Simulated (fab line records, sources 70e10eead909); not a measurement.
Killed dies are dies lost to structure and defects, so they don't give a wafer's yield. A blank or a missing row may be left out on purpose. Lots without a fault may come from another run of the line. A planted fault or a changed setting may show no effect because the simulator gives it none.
fab line records | flow nand_harc
record lots=24 wafers=72 last_day=24
route steps=1159 shown A_STAIRCASE@591
lots that met no fault: from a run of the same line without faults
start_h: hours from the record's first day to the start of the lot's first wafer shown | wait_h: hours since the lot's step before | " the same as in the row above | L1.1+2: a row that stands for several wafers | - no value, or no start given | * or withheld: withheld | < > ~ a bound
route shown NAME@n: a module of which the file shows steps, and the number in the route of the first | usual: mean/standard deviation of fault-free wafers | same: alike in all rows | chamber/n: place in a boat | sites: the reading at each site | _std_site: their standard deviation | _edge_site: outer sites' mean less inner sites' | radius_mm: how far each site lies from the wafer's centre | mask NAME#n: copy n | behind: the tool/chamber that last shaped the wafer | hold: why the lot was held/for how many hours/how that ended | device: the transistor (n, p or np) that didn't switch | end of line: the same wafers' tests at the end of the route | a step without rows: its recipe alone | killed: dies lost to structure and defects at the first sort, not the wafer's yield | map: a wafer's dies, x killed, . not, _ none there
set.NAME: the setting as run; set.NAME@STEP: as run at that earlier step | model.NAME: the simulator's own value behind a step, which no gauge read
steps of the route over a sample of lots; a table a step, a row a wafer
services: from which hour (start_h, from the record's first day; less than 0 if before it) a tool's chamber was out of use, for how many hours, and why
## steps
# step NHARC_A_STAIRCASE_ETCH_197
# recipe target_depth_a=1000 time_s=40.5 ion_energy_ev=400 c4f8_flow_sccm=20 o2_flow_sccm=10 ar_flow_sccm=withheld rf_w=600 bias_w=1000 chemistry=C4F8/O2
# usual bias_w=1000/3.4 oes_product_au=0.950/0.015 rf_vpp_V=895/5.8
# columns lot.wafer tool chamber start_h wait_h bias_w oes_product_au rf_hours_counter_h rf_vpp_V
L074.2 rie_diel-08 3 - - 999 0.933 36 889
L074.4 " 1 " " 997 0.932 36 896
L074.5 " 3 " " 997 0.936 - 890
L075.3 rie_diel-12 1 - - 999 0.989 14 896
L075.4 " 0 " " 1003 0.983 12 903
L075.6 " 1 " " 996 0.988 - 894
L076.4 rie_diel-08 0 - - 1001 0.945 39 902
L076.2 " 3 " " 1002 0.944 47 889
L076.5 " 0 " " 1000 0.952 - 899
L077.1 rie_diel-06 3 - - 1000 0.934 5 905
L077.2 " 0 " " 999 0.944 6 899
L077.4 " 2 " " 1003 0.927 5 901
L078.4 rie_diel-08 3 - - 1005 0.986 50 889
L078.3 " 0 " " 1000 0.959 41 899
L078.5 " 3 " " 1004 0.986 - 889
L081.2 rie_diel-08 2 - - 1002 0.941 53 888
L081.3 " 1 " " 1003 0.936 53 894
L081.6 " 3 " " 993 0.933 - 890
L080.4 rie_diel-06 1 - - 994 0.925 10 887
L080.3 " 2 " " 994 0.933 9 903
L080.5 " 2 " " 1000 0.921 - 903
L079.1 rie_diel-06 0 - - 999 0.954 10 899
L079.6 " 0 " " 991 0.969 - 898
L079.5 " 1 " " 1003 0.969 - 886
L082.3 rie_diel-08 0 - - 1008 0.938 53 900
L082.4 " 1 " " 1002 0.937 61 893
L082.6 " 1 " " 997 0.931 - 895
L083.3 rie_diel-12 2 - - 1002 0.949 32 891
L083.1 " 3 " " 999 0.965 29 897
L083.5 " 2 " " 1007 0.945 - 890
L084.3 rie_diel-06 0 - - 998 0.951 19 896
L084.1 " 2 " " 997 0.931 19 901
L084.6 " 3 " " 1005 0.942 - 904
L086.4 rie_diel-06 2 - - 994 0.951 22 903
L086.2 " 1 " " 1000 0.954 24 888
L086.6 " 3 " " 1006 0.944 - 904
L085.3 rie_diel-08 1 - - 997 0.972 1 895
L085.4 " 2 " " 1000 0.957 1 890
L085.5 " 1 " " 1001 0.959 - 897
L088.1 rie_diel-06 3 - - 1005 0.950 27 904
L088.4 " 2 " " 1000 0.962 30 902
L088.5 " 3 " " 1007 0.959 - 904
L087.2 rie_diel-08 2 - - 996 0.941 6 887
L087.5 " 1 " " 998 0.952 - 897
L087.6 " 2 " " 997 0.943 - 888
L089.2 rie_diel-06 2 - - 1001 0.952 33 902
L089.4 " 3 " " 1001 0.934 30 903
L089.1 " 0 " " 1003 0.938 30 898
L090.2 rie_diel-12 0 - - 1002 0.948 44 901
L090.1 " 2 " " 1002 0.934 47 890
L090.6 " 0 " " 998 0.951 - 901
L091.2 rie_diel-12 2 - - 997 0.957 51 890
L091.1 " 3 " " 1004 0.950 48 897
L091.5 " 1 " " 1000 0.967 - 894
L093.1 rie_diel-08 3 - - 997 0.935 15 888
L093.2 " 1 " " 993 0.943 15 896
L093.6 " 3 " " 1002 0.932 - 888
L092.3 rie_diel-06 1 - - 1007 0.969 38 887
L092.1 " 0 " " 1005 0.955 35 897
L092.5 " 2 " " 1000 0.970 - 904
L094.1 rie_diel-08 0 - - 1005 0.951 17 900
L094.5 " 2 " " 995 0.953 - 887
L094.6 " 3 " " 999 0.955 - 890
L095.4 rie_diel-08 3 - - 998 0.947 17 888
L095.1 " 1 " " 1001 0.942 18 896
L095.5 " 3 " " 991 0.952 - 888
L096.4 rie_diel-08 1 - - 996 0.950 19 897
L096.2 " 2 " " 1000 0.958 18 885
L096.6 " 0 " " 994 0.948 - 900
L097.4 rie_diel-12 1 - - 1004 0.939 60 895
L097.2 " 2 " " 999 0.944 60 889
L097.1 " 0 " " 1002 0.938 57 900
# step NHARC_A_STAIRCASE_TRIM_220
# recipe time_s=211.2 o2_flow_sccm=500 ar_flow_sccm=0 bias_w=0 chemistry=O2
# usual drypump_motor_current_A=5.7/0.38 oes_product_au=1.001/0.007 rf_vpp_V=57.9/0.91 showerhead_plenum_p_Torr=3.54/0.16 throttle_valve_pct=17.036/0.0092
# same bias_w=0
# columns lot.wafer tool chamber start_h wait_h drypump_motor_current_A oes_product_au rf_hours_counter_h rf_vpp_V showerhead_plenum_p_Torr throttle_valve_pct
L074.2 rie_diel-12 0 238.53 0.1 6.1 0.997 7 58.1 3.71 17.044
L074.4 " 1 " " 6.0 1.000 8 57.4 3.50 17.050
L074.5 " 1 " " 6.0 1.000 - 58.8 3.49 17.036
L075.3 rie_diel-06 2 254.11 0.1 5.8 0.983 1 58.1 3.71 17.043
L075.4 " 0 " " 5.6 0.998 1 58.1 3.58 17.047
L075.6 " 1 " " 6.3 0.992 - 55.4 3.32 17.033
L076.2 rie_diel-06 1 261.86 0.1 6.3 0.994 5 57.6 3.31 17.015
L076.4 " 2 " " 5.8 0.992 4 58.6 3.71 17.035
L076.5 " 2 " " 5.8 0.998 - 58.0 3.71 17.035
L077.4 rie_diel-08 0 267.12 0.1 6.0 1.010 42 59.0 3.65 17.051
L077.2 " 1 " " 5.8 1.008 50 58.3 3.52 17.026
L077.1 " 2 " " 5.7 1.010 50 58.1 3.31 17.031
L078.3 rie_diel-06 2 267.90 0.1 5.8 1.003 6 57.5 3.70 17.015
L078.4 " 3 " " 5.5 1.000 6 57.7 3.77 17.029
L078.5 " 2 " " 5.8 0.996 - 58.7 3.70 17.052
L081.3 rie_diel-08 2 280.90 0.1 5.7 1.002 54 59.5 3.31 17.026
L081.2 " 1 " " 5.8 1.001 54 56.9 3.52 17.028
L081.6 " 3 " " 4.9 1.005 - 57.0 3.35 17.048
L080.3 rie_diel-06 0 281.94 0.1 5.6 1.000 10 58.3 3.58 17.029
L080.4 " 1 " " 6.4 1.001 11 57.6 3.31 17.046
L080.5 " 3 " " 5.5 0.996 - 58.7 3.77 17.026
L079.1 rie_diel-12 2 283.40 0.1 5.2 1.003 27 57.1 3.38 17.032
L079.6 " 3 " " 5.7 1.011 - 58.1 3.53 17.030
L079.5 " 0 " " 6.1 1.008 - 56.6 3.70 17.035
L082.4 rie_diel-08 0 300.76 0.1 6.0 1.008 54 57.3 3.65 17.060
L082.3 " 1 " " 5.8 0.990 62 55.9 3.52 17.042
L082.6 " 2 " " 5.7 1.014 - 56.5 3.31 17.034
L083.1 rie_diel-08 0 300.92 0.1 6.0 1.009 54 57.5 3.65 17.040
L083.3 " 2 " " 5.7 1.012 62 57.5 3.31 17.026
L083.5 " 0 " " 6.0 1.007 - 57.1 3.65 17.031
L084.1 rie_diel-06 0 309.44 0.1 5.6 1.010 19 58.5 3.57 17.035
L084.3 " 2 " " 5.8 1.018 20 57.2 3.70 17.043
L084.6 " 3 " " 5.5 1.004 - 57.2 3.76 17.038
L086.2 rie_diel-06 0 317.67 0.1 5.6 0.999 23 58.8 3.57 17.037
L086.4 " 2 " " 5.8 0.995 23 57.8 3.69 17.055
L086.6 " 3 " " 5.5 0.985 - 57.8 3.76 17.032
L085.4 rie_diel-12 1 318.27 0.1 6.0 1.003 41 56.9 3.48 17.034
L085.3 " 2 " " 5.2 0.997 40 57.8 3.37 17.043
L085.5 " 1 " " 6.0 1.007 - 59.4 3.48 17.030
L088.1 rie_diel-08 2 333.56 0.1 5.7 1.006 6 58.3 3.30 17.035
L088.4 " 0 " " 6.0 1.000 7 59.3 3.64 17.043
L088.5 " 1 " " 5.8 0.994 - 59.2 3.51 17.044
L087.2 rie_diel-12 2 333.80 0.1 5.2 1.000 46 58.6 3.37 17.033
L087.5 " 3 " " 5.7 1.007 - 58.0 3.52 17.041
L087.6 " 0 " " 6.1 0.995 - 56.9 3.69 17.045
L089.2 rie_diel-08 3 340.70 0.1 4.9 0.994 10 58.9 3.34 17.044
L089.4 " 0 " " 5.9 0.997 10 58.4 3.64 17.040
L089.1 " 2 " " 5.7 0.997 9 57.7 3.30 17.035
L090.1 rie_diel-12 3 341.46 0.1 5.7 1.008 45 56.9 3.52 17.031
L090.2 " 1 " " 6.0 1.006 48 57.6 3.47 17.029
L090.6 " 0 " " 6.1 0.995 - 58.1 3.69 17.040
L091.1 rie_diel-12 0 348.64 0.1 6.1 0.993 49 58.3 3.68 17.044
L091.2 " 3 " " 5.7 0.997 49 57.6 3.52 17.027
L091.5 " 0 " " 6.1 1.000 - 60.0 3.68 17.022
L093.2 rie_diel-06 3 353.24 0.1 5.5 0.989 36 59.4 3.75 17.040
L093.1 " 0 " " 5.6 0.988 36 59.0 3.56 17.039
L093.6 " 3 " " 5.5 1.000 - 58.0 3.75 17.024
L092.1 rie_diel-08 1 354.14 0.1 5.8 0.987 15 57.7 3.51 17.036
L092.3 " 2 " " 5.7 0.993 15 58.5 3.30 17.051
L092.5 " 3 " " 4.9 1.003 - 57.2 3.33 17.043
L094.1 rie_diel-06 3 360.49 0.1 5.5 1.000 38 60.5 3.75 17.024
L094.5 " 2 " " 5.8 0.999 - 59.9 3.68 17.032
L094.6 " 3 " " 5.5 1.000 - 56.8 3.75 17.029
L095.1 rie_diel-12 3 365.52 0.1 5.8 1.005 56 57.6 3.51 17.051
L095.4 " 0 " " 6.1 1.005 55 57.7 3.68 17.025
L095.5 " 3 " " 5.7 1.007 - 58.1 3.51 17.021
L096.4 rie_diel-06 0 367.50 0.1 5.6 1.001 41 58.2 3.56 17.027
L096.2 " 1 " " 6.3 0.992 44 57.0 3.29 17.034
L096.6 " 3 " " 5.5 0.991 - 59.1 3.75 17.037
L097.4 rie_diel-08 1 372.82 0.2 5.7 1.002 21 58.9 3.50 17.035
L097.2 " 2 " " 5.7 1.001 21 58.5 3.30 17.030
L097.1 " 3 " " 4.9 1.005 21 58.3 3.33 17.030
# step NHARC_A_STAIRCASE_ETCH_223
# recipe target_depth_a=1000 time_s=40.5 ion_energy_ev=400 c4f8_flow_sccm=20 o2_flow_sccm=10 ar_flow_sccm=withheld rf_w=600 bias_w=1000 chemistry=C4F8/O2
# usual bias_w=1000.0/2.9 oes_product_au=0.943/0.0096 rf_vpp_V=895/5.7
# columns lot.wafer tool chamber start_h wait_h bias_w oes_product_au rf_hours_counter_h rf_vpp_V
L074.4 rie_diel-12 1 - - 996.2 0.956 9 895
L074.2 " 0 " " 998.3 0.955 8 902
L074.5 " 2 " " 994.8 0.945 - 892
L075.4 rie_diel-06 3 - - 1004.6 0.935 2 905
L075.3 " 0 " " 990.9 0.936 3 897
L075.6 " 2 " " 996.4 0.939 - 903
L076.4 rie_diel-06 3 - - 1001.9 0.933 4 905
L076.2 " 2 " " 1002.7 0.939 4 902
L076.5 " 3 " " 1000.9 0.939 - 904
L077.1 rie_diel-08 0 - - 999.6 0.951 42 901
L077.2 " 1 " " 999.4 0.951 50 897
L077.4 " 2 " " 1000.1 0.965 50 887
L078.4 rie_diel-06 0 - - 1002.6 0.948 7 898
L078.3 " 2 " " 1003.0 0.949 6 903
L078.5 " 0 " " 1003.8 0.941 - 897
L081.3 rie_diel-08 3 - - 1000.2 0.944 55 889
L081.2 " 1 " " 1000.7 0.946 54 895
L081.6 " 3 " " 1000.4 0.940 - 889
L080.3 rie_diel-06 1 - - 1002.6 0.937 11 887
L080.4 " 0 " " 999.8 0.924 11 897
L080.5 " 2 " " 1002.7 0.938 - 902
L079.1 rie_diel-12 3 - - 999.2 0.960 24 898
L079.6 " 3 " " 1003.5 0.954 - 896
L079.5 " 0 " " 1001.8 0.958 - 901
L082.3 rie_diel-08 1 - - 1001.1 0.934 63 895
L082.4 " 3 " " 1001.2 0.937 63 889
L082.6 " 2 " " 997.8 0.946 - 887
L083.1 rie_diel-08 3 - - 1000.5 0.936 63 890
L083.3 " 1 " " 999.8 0.957 63 897
L083.5 " 2 " " 1001.3 0.945 - 889
L084.3 rie_diel-06 3 - - 1000.7 0.926 18 906
L084.1 " 0 " " 1001.7 0.932 20 897
L084.6 " 3 " " 1003.8 0.927 - 904
L086.4 rie_diel-06 0 - - 1000.9 0.930 23 897
L086.2 " 1 " " 1003.6 0.937 25 888
L086.6 " 1 " " 1001.1 0.932 - 889
L085.4 rie_diel-12 2 - - 1003.7 0.958 40 891
L085.3 " 3 " " 997.9 0.951 37 896
L085.5 " 3 " " 1001.4 0.941 - 896
L088.1 rie_diel-08 2 - - 995.5 0.948 7 890
L088.4 " 3 " " 998.0 0.938 8 888
L088.5 " 2 " " 997.1 0.942 - 888
L087.2 rie_diel-12 1 - - 1001.0 0.953 46 894
L087.6 " 2 " " 1003.3 0.944 - 890
L087.5 " 3 " " 994.1 0.944 - 896
L089.1 rie_diel-08 3 - - 1004.9 0.944 10 889
L089.4 " 0 " " 999.9 0.944 10 900
L089.2 " 1 " " 1000.3 0.937 9 896
L090.2 rie_diel-12 1 - - 1001.6 0.951 48 894
L090.1 " 2 " " 997.9 0.943 48 890
L090.6 " 1 " " 1001.2 0.942 - 894
L091.1 rie_diel-12 0 - - 1001.0 0.942 49 902
L091.2 " 1 " " 997.9 0.956 52 893
L091.5 " 3 " " 993.9 0.933 - 894
L093.1 rie_diel-06 3 - - 997.1 0.953 36 905
L093.2 " 0 " " 997.6 0.943 36 898
L093.6 " 1 " " 999.5 0.936 - 887
L092.1 rie_diel-08 0 - - 998.0 0.943 16 900
L092.3 " 3 " " 1003.0 0.956 15 889
L092.5 " 1 " " 999.7 0.947 - 896
L094.1 rie_diel-06 2 - - 998.6 0.940 41 901
L094.6 " 0 " " 1000.0 0.944 - 898
L094.5 " 1 " " 998.9 0.950 - 887
L095.1 rie_diel-12 2 - - 997.0 0.924 59 890
L095.4 " 0 " " 999.4 0.926 56 901
L095.5 " 2 " " 999.7 0.929 - 890
L096.4 rie_diel-06 1 - - 999.2 0.925 45 888
L096.2 " 2 " " 999.2 0.944 46 902
L096.6 " 0 " " 1002.0 0.938 - 897
L097.1 rie_diel-08 3 - - 1001.1 0.940 21 888
L097.2 " 0 " " 1003.9 0.936 21 899
L097.4 " 1 " " 999.7 0.933 22 894
# step NHARC_A_STAIRCASE_TRIM_226
# recipe time_s=211.2 o2_flow_sccm=500 ar_flow_sccm=0 bias_w=0 chemistry=O2
# usual drypump_motor_current_A=5.7/0.4 oes_product_au=0.998/0.0074 rf_vpp_V=57.7/0.94 showerhead_plenum_p_Torr=3.53/0.16 throttle_valve_pct=17.037/0.0086
# same bias_w=0
# columns lot.wafer tool chamber start_h wait_h drypump_motor_current_A oes_product_au rf_hours_counter_h rf_vpp_V showerhead_plenum_p_Torr throttle_valve_pct
L074.2 rie_diel-12 2 - - 5.1 0.992 9 56.8 3.39 17.042
L074.4 " 1 " " 6.0 0.985 9 57.2 3.49 17.033
L074.5 " 2 " " 5.1 0.988 - 56.8 3.39 17.060
L075.4 rie_diel-06 3 - - 5.6 0.997 2 59.7 3.77 17.039
L075.3 " 0 " " 5.6 1.002 3 56.0 3.58 17.046
L075.6 " 3 " " 5.5 0.995 - 60.0 3.77 17.049
L076.4 rie_diel-06 1 - - 6.4 0.987 5 57.2 3.31 17.051
L076.2 " 2 " " 5.8 0.998 4 58.6 3.71 17.037
L076.5 " 1 " " 6.4 0.999 - 57.4 3.31 17.032
L077.4 rie_diel-08 0 - - 6.0 1.004 42 58.0 3.65 17.049
L077.1 " 1 " " 5.8 0.994 50 56.7 3.52 17.040
L077.2 " 2 " " 5.7 1.010 50 57.3 3.31 17.033
L078.3 rie_diel-06 0 - - 5.6 1.009 7 57.3 3.58 17.024
L078.4 " 3 " " 5.5 1.004 6 56.8 3.77 17.017
L078.5 " 1 " " 6.4 1.002 - 56.6 3.31 17.031
L081.3 rie_diel-08 3 - - 4.9 0.996 55 57.6 3.35 17.022
L081.2 " 1 " " 5.8 0.997 55 57.9 3.52 17.048
L081.6 " 2 " " 5.7 0.998 - 57.2 3.31 17.044
L080.4 rie_diel-06 3 - - 5.5 1.006 10 58.4 3.77 17.033
L080.3 " 1 " " 6.3 0.988 11 58.6 3.31 17.038
L080.5 " 2 " " 5.8 0.991 - 58.1 3.70 17.040
L079.1 rie_diel-12 3 - - 5.7 1.002 24 59.2 3.53 17.026
L079.5 " 2 " " 5.2 1.001 - 57.1 3.38 17.042
L079.6 " 3 " " 5.7 1.007 - 58.0 3.53 17.024
L082.3 rie_diel-08 3 - - 4.9 1.008 63 55.3 3.34 17.046
L082.4 " 0 " " 6.0 1.008 55 57.3 3.65 17.031
L082.6 " 3 " " 4.9 1.009 - 56.6 3.34 17.036
L083.1 rie_diel-06 1 - - 6.4 0.997 19 56.1 3.31 17.034
L083.3 " 0 " " 5.7 0.994 17 58.0 3.57 17.032
L083.5 " 1 " " 6.4 0.994 - 56.0 3.31 17.042
L084.1 rie_diel-06 2 - - 5.8 1.001 21 58.4 3.70 17.026
L084.3 " 0 " " 5.7 0.989 21 58.1 3.57 17.036
L084.6 " 2 " " 5.8 1.008 - 59.4 3.70 17.051
L086.4 rie_diel-06 1 - - 6.4 1.004 25 56.4 3.30 17.042
L086.2 " 2 " " 5.8 0.997 24 58.9 3.69 17.034
L086.6 " 0 " " 5.6 0.997 - 57.9 3.57 17.023
L085.4 rie_diel-12 1 - - 6.0 1.000 42 58.0 3.48 17.051
L085.3 " 2 " " 5.2 0.986 40 56.7 3.37 17.037
L085.5 " 3 " " 5.7 0.994 - 57.6 3.52 17.039
L088.1 rie_diel-08 1 - - 5.8 1.002 7 57.4 3.51 17.053
L088.4 " 0 " " 6.0 0.981 8 56.9 3.64 17.029
L088.5 " 1 " " 5.8 0.996 - 57.8 3.51 17.041
L087.2 rie_diel-12 2 - - 5.2 1.006 46 56.7 3.37 17.040
L087.5 " 3 " " 5.7 1.007 - 60.2 3.52 17.039
L087.6 " 0 " " 6.1 1.000 - 58.5 3.69 17.041
L089.4 rie_diel-08 2 - - 5.7 1.002 9 59.1 3.30 17.039
L089.1 " 0 " " 6.0 1.000 10 58.3 3.64 17.055
L089.2 " 1 " " 5.8 0.997 9 58.0 3.51 17.051
L090.2 rie_diel-12 0 - - 6.1 0.999 45 57.5 3.69 17.035
L090.1 " 2 " " 5.2 0.993 48 56.9 3.37 17.028
L090.6 " 0 " " 6.1 0.997 - 58.7 3.69 17.033
L091.2 rie_diel-12 3 - - 5.7 1.001 50 57.5 3.52 17.036
L091.1 " 1 " " 6.0 1.006 52 58.2 3.47 17.041
L091.5 " 0 " " 6.1 1.004 - 57.4 3.68 17.041
L093.1 rie_diel-06 2 - - 5.8 0.993 38 57.9 3.69 17.039
L093.2 " 3 " " 5.5 0.981 36 57.5 3.75 17.038
L093.6 " 0 " " 5.6 0.987 - 57.8 3.56 17.044
L092.1 rie_diel-08 0 - - 6.0 1.002 16 58.5 3.64 17.026
L092.3 " 2 " " 5.7 1.004 16 58.0 3.30 17.048
L092.5 " 3 " " 4.9 1.002 - 57.3 3.33 17.018
L094.1 rie_diel-06 0 - - 5.7 0.995 38 58.2 3.56 17.030
L094.6 " 0 " " 5.6 0.988 - 58.2 3.56 17.038
L094.5 " 1 " " 6.3 0.993 - 56.4 3.29 17.023
L095.4 rie_diel-12 3 - - 5.7 1.004 56 58.6 3.51 17.038
L095.1 " 0 " " 6.1 1.012 56 58.4 3.68 17.033
L095.5 " 3 " " 5.7 1.005 - 57.4 3.51 17.030
L096.4 rie_diel-06 1 - - 6.4 0.991 45 57.2 3.29 17.031
L096.2 " 2 " " 5.8 1.003 46 57.5 3.68 17.023
L096.6 " 1 " " 6.4 0.990 - 56.1 3.29 17.049
L097.2 rie_diel-08 1 - - 5.7 0.995 22 57.9 3.50 17.024
L097.4 " 2 " " 5.7 1.002 22 58.6 3.30 17.024
L097.1 " 3 " " 4.9 0.990 22 57.7 3.33 17.029
# step NHARC_A_STAIRCASE_ETCH_234
# recipe target_depth_a=1000 time_s=40.5 ion_energy_ev=400 c4f8_flow_sccm=20 o2_flow_sccm=10 ar_flow_sccm=withheld rf_w=600 bias_w=1000 chemistry=C4F8/O2
# usual bias_w=1000.2/2.8 oes_product_au=0.943/0.0087 rf_vpp_V=896/6
# columns lot.wafer tool chamber start_h wait_h bias_w oes_product_au rf_hours_counter_h rf_vpp_V
L074.2 rie_diel-06 0 - - 993.7 0.940 61 898
L074.4 " 1 " " 1005.7 0.941 62 888
L074.5 " 0 " " 996.5 0.951 - 899
L075.4 rie_diel-06 2 - - 1001.2 0.951 3 902
L075.3 " 3 " " 998.9 0.946 3 905
L075.6 " 0 " " 996.3 0.948 - 899
L076.4 rie_diel-06 2 - - 998.2 0.943 5 902
L076.2 " 0 " " 1002.0 0.939 6 899
L076.5 " 1 " " 995.0 0.934 - 887
L077.4 rie_diel-12 1 - - 999.2 0.944 24 894
L077.1 " 2 " " 996.3 0.935 22 890
L077.2 " 3 " " 998.7 0.949 21 895
L078.3 rie_diel-06 0 - - 994.9 0.923 8 897
L078.4 " 1 " " 1003.0 0.953 8 888
L078.5 " 1 " " 1004.1 0.950 - 886
L081.3 rie_diel-08 0 - - 998.4 0.958 47 902
L081.2 " 1 " " 999.7 0.948 55 895
L081.6 " 0 " " 1001.0 0.960 - 900
L080.3 rie_diel-06 1 - - 999.6 0.951 11 887
L080.4 " 2 " " 1001.8 0.954 11 903
L080.5 " 0 " " 999.9 0.935 - 896
L079.1 rie_diel-08 3 - - 997.5 0.930 56 890
L079.5 " 2 " " 1002.1 0.951 - 887
L079.6 " 3 " " 998.4 0.945 - 888
L082.3 rie_diel-06 3 - - 996.7 0.935 16 904
L082.4 " 1 " " 995.4 0.925 20 886
L082.6 " 3 " " 1000.9 0.928 - 905
L083.3 rie_diel-06 2 - - 997.4 0.944 18 903
L083.1 " 3 " " 998.3 0.933 16 905
L083.5 " 1 " " 1001.0 0.935 - 888
L084.3 rie_diel-12 0 - - 1001.2 0.954 36 902
L084.1 " 2 " " 1000.3 0.934 37 890
L084.6 " 0 " " 1000.3 0.943 - 904
L086.2 rie_diel-06 3 - - 997.7 0.918 22 906
L086.4 " 0 " " 994.5 0.929 24 896
L086.6 " 2 " " 999.9 0.932 - 902
L085.3 rie_diel-06 1 - - 1002.3 0.933 26 889
L085.4 " 3 " " 994.7 0.947 23 904
L085.5 " 1 " " 1003.9 0.938 - 889
L088.1 rie_diel-06 3 - - 1000.1 0.939 29 905
L088.4 " 2 " " 1000.6 0.957 32 902
L088.5 " 3 " " 1001.5 0.954 - 904
L087.2 rie_diel-08 3 - - 998.0 0.943 9 889
L087.6 " 1 " " 1002.2 0.943 - 896
L087.5 " 2 " " 999.1 0.942 - 890
L089.2 rie_diel-08 1 - - 1005.0 0.950 10 896
L089.1 " 2 " " 1004.1 0.947 10 889
L089.4 " 3 " " 996.3 0.945 11 888
L090.1 rie_diel-12 3 - - 1002.6 0.951 46 896
L090.2 " 2 " " 999.9 0.940 49 891
L090.6 " 3 " " 999.8 0.942 - 895
L091.1 rie_diel-08 1 - - 1001.5 0.933 14 895
L091.2 " 0 " " 1000.7 0.935 14 899
L091.5 " 1 " " 999.5 0.937 - 897
L093.1 rie_diel-06 3 - - 1004.7 0.947 36 905
L093.2 " 2 " " 1002.2 0.938 39 902
L093.6 " 0 " " 1004.4 0.934 - 896
L092.3 rie_diel-08 3 - - 997.9 0.943 16 889
L092.1 " 1 " " 998.8 0.940 16 895
L092.5 " 0 " " 1000.2 0.937 - 900
L094.1 rie_diel-06 3 - - 997.2 0.943 39 904
L094.6 " 0 " " 1003.3 0.955 - 896
L094.5 " 1 " " 997.3 0.944 - 887
L095.1 rie_diel-12 1 - - 1001.6 0.962 59 894
L095.4 " 0 " " 999.7 0.961 56 901
L095.5 " 1 " " 1001.7 0.949 - 894
L096.4 rie_diel-06 0 - - 1003.3 0.946 42 897
L096.2 " 2 " " 1002.4 0.949 46 900
L096.6 " 1 " " 1002.9 0.942 - 887
L097.1 rie_diel-08 0 - - 1000.6 0.930 23 900
L097.2 " 2 " " 1004.3 0.949 23 887
L097.4 " 3 " " 999.1 0.947 23 890
# step NHARC_A_STAIRCASE_HM_DEP_462
# recipe target_thk_a=8000 temp_c=400 material=aC
# usual throttle_valve_pct=35.000/0.0096
# columns lot.wafer tool chamber start_h wait_h throttle_valve_pct
L074.2 acl_dep-02 0 252.06 1.0 35.003
L074.4 " 0 " " 34.998
L074.5 " 0 " " 34.989
L075.3 acl_dep-01 0 265.81 0.7 35.005
L075.4 " 0 " " 34.995
L075.6 " 0 " " 34.993
L076.2 acl_dep-03 0 275.21 1.5 35.010
L076.4 " 0 " " 34.980
L076.5 " 0 " " 35.006
L077.1 acl_dep-01 0 277.53 0.1 34.982
L077.2 " 0 " " 34.986
L077.4 " 0 " " 34.995
L078.3 acl_dep-03 0 278.74 0.7 34.999
L078.4 " 0 " " 34.993
L078.5 " 0 " " 35.016
L081.2 acl_dep-01 0 292.55 0.8 35.019
L081.3 " 0 " " 35.006
L081.6 " 0 " " 35.018
L080.3 acl_dep-03 0 294.38 2.1 35.014
L080.4 " 0 " " 34.999
L080.5 " 0 " " 35.009
L079.1 acl_dep-02 0 295.42 1.7 34.999
L079.5 " 0 296.65 2.9 34.987
L079.6 " 0 " " 34.991
L082.3 acl_dep-02 0 313.32 0.7 35.001
L082.4 " 0 " " 34.982
L082.6 " 0 " " 34.993
L083.1 acl_dep-02 0 314.55 1.5 34.994
L083.3 " 0 " " 34.994
L083.5 " 0 " " 35.000
L084.1 acl_dep-03 0 319.99 0.1 34.996
L084.3 " 0 " " 35.003
L084.6 " 0 " " 34.990
L086.2 acl_dep-02 0 328.39 0.4 34.994
L086.4 " 0 " " 35.013
L086.6 " 0 " " 35.001
L085.3 acl_dep-03 0 330.37 0.7 34.992
L085.4 " 0 " " 34.985
L085.5 " 0 " " 34.995
L088.1 acl_dep-03 0 344.43 0.3 35.003
L088.4 " 0 " " 35.006
L088.5 " 0 " " 35.019
L087.2 acl_dep-03 0 347.18 0.4 34.998
L087.5 " 0 " " 35.003
L087.6 " 0 " " 34.984
L089.1 acl_dep-03 0 352.26 0.1 35.004
L089.2 " 0 " " 34.999
L089.4 " 0 " " 35.014
L090.1 acl_dep-01 0 353.16 0.7 35.007
L090.2 " 0 " " 34.993
L090.6 " 0 354.70 2.2 34.997
L091.1 acl_dep-01 0 364.70 5.5 35.007
L091.2 " 0 " " 35.014
L091.5 " 0 " " 35.003
L093.1 acl_dep-02 0 368.28 0.8 34.992
L093.2 " 0 " " 34.988
L093.6 " 0 369.83 2.4 35.001
L092.1 acl_dep-03 0 369.48 0.9 34.995
L092.3 " 0 " " 35.022
L092.5 " 0 " " 35.004
L094.1 acl_dep-02 0 373.07 0.2 34.993
L094.5 " 0 374.30 1.5 34.999
L094.6 " 0 " " 34.988
L095.1 acl_dep-02 0 376.47 0.1 35.008
L095.4 " 0 " " 35.012
L095.5 " 0 " " 35.009
L096.2 acl_dep-03 0 380.89 1.1 34.997
L096.4 " 0 " " 35.014
L096.6 " 0 " " 35.013
L097.1 acl_dep-02 0 385.15 0.1 35.007
L097.2 " 0 " " 35.009
L097.4 " 0 " " 35.018
## services
# columns tool chamber start_h hours kind
rie_diel-06 0 220.41 - clean
rie_diel-06 1 220.41 - clean
rie_diel-06 2 220.41 - clean
rie_diel-06 3 220.41 - clean
acl_dep-03 - 223.91 13.0 pm
rie_diel-08 0 239.25 15.5 repair
rie_diel-06 - 241.34 9.0 pm
rie_diel-06 0 241.34 9.0 vent_cycle
rie_diel-06 1 241.34 9.0 vent_cycle
rie_diel-06 2 241.34 9.0 vent_cycle
rie_diel-06 3 241.34 9.0 vent_cycle
rie_diel-06 0 250.34 - clean
rie_diel-06 1 250.34 - clean
rie_diel-06 2 250.34 - clean
rie_diel-06 3 250.34 - clean
rie_diel-06 0 274.84 - clean
rie_diel-06 1 274.84 - clean
rie_diel-06 2 274.84 - clean
rie_diel-06 3 274.84 - clean
rie_diel-06 - 288.22 5.2 repair
acl_dep-01 - 294.10 13.0 pm
rie_diel-06 0 299.59 - clean
rie_diel-08 - 301.82 9.0 pm
acl_dep-02 - 350.61 13.0 pm
## key
fault none
